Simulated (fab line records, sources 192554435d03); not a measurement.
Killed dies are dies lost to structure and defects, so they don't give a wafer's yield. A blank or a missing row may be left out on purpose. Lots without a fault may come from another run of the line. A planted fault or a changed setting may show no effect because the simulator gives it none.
Chamber matching | flow n5_finfet | N5_FIN_SAQP_STRIP_55 on rie_diel-01: 4 sister chambers
The step strips in N2/H2. 8 wafers are shown with their chamber, then 10 later ones without.

WAFERS WITH THEIR CHAMBER
wafer  | chamber | drypump_motor_current_A (A) | showerhead_plenum_p_Torr (Torr)
L074.3 | 2       | 5.6                         | 3.29
L077.1 | 2       | 5.6                         | 3.28
L080.2 | 1       | 6.2                         | 3.43
L080.5 | 1       | 6.2                         | 3.43
L083.4 | 0       | 5.9                         | 3.24
L083.5 | 3       | 6.7                         | 3.45
L091.3 | 3       | 6.6                         | 3.44
L091.4 | 0       | 5.9                         | 3.23

WAFERS WITHOUT THEIR CHAMBER
wafer  | drypump_motor_current_A (A) | showerhead_plenum_p_Torr (Torr)
L091.5 | 5.6                         | 3.27
L093.3 | 6.2                         | 3.42
L093.5 | 5.6                         | 3.27
L093.6 | 6.2                         | 3.42
L094.2 | 5.9                         | 3.23
L094.3 | 6.2                         | 3.42
L094.5 | 6.2                         | 3.42
L097.3 | 6.2                         | 3.42
L097.5 | 5.9                         | 3.22
L097.6 | 6.8                         | 3.43

WHICH CHAMBER EACH WENT THROUGH
wafer  | from the rows above | in truth
L091.5 | 2                   | 2
L093.3 | 1                   | 1
L093.5 | 2                   | 2
L093.6 | 1                   | 1
L094.2 | 0                   | 0
L094.3 | 1                   | 1
L094.5 | 1                   | 1
L097.3 | 1                   | 1
L097.5 | 0                   | 0
L097.6 | 3                   | 3
Placed correctly: 10 of 10. Can't be placed from these rows: 0. Placed wrongly: 0.
How it was worked out, from the rows above alone: a wafer's distance from a chamber is the root of the sum, over the readings, of the square of ((its reading less the chamber's mean) divided by the reading's scatter). The wafer belongs to the nearest chamber; if the next one is less than 2 further off, it can't be placed. A chamber's mean is the mean of its shown wafers. The scatter: the root of (the sum of the squares of (reading less its chamber's mean) over the shown wafers, divided by (wafers less chambers)).
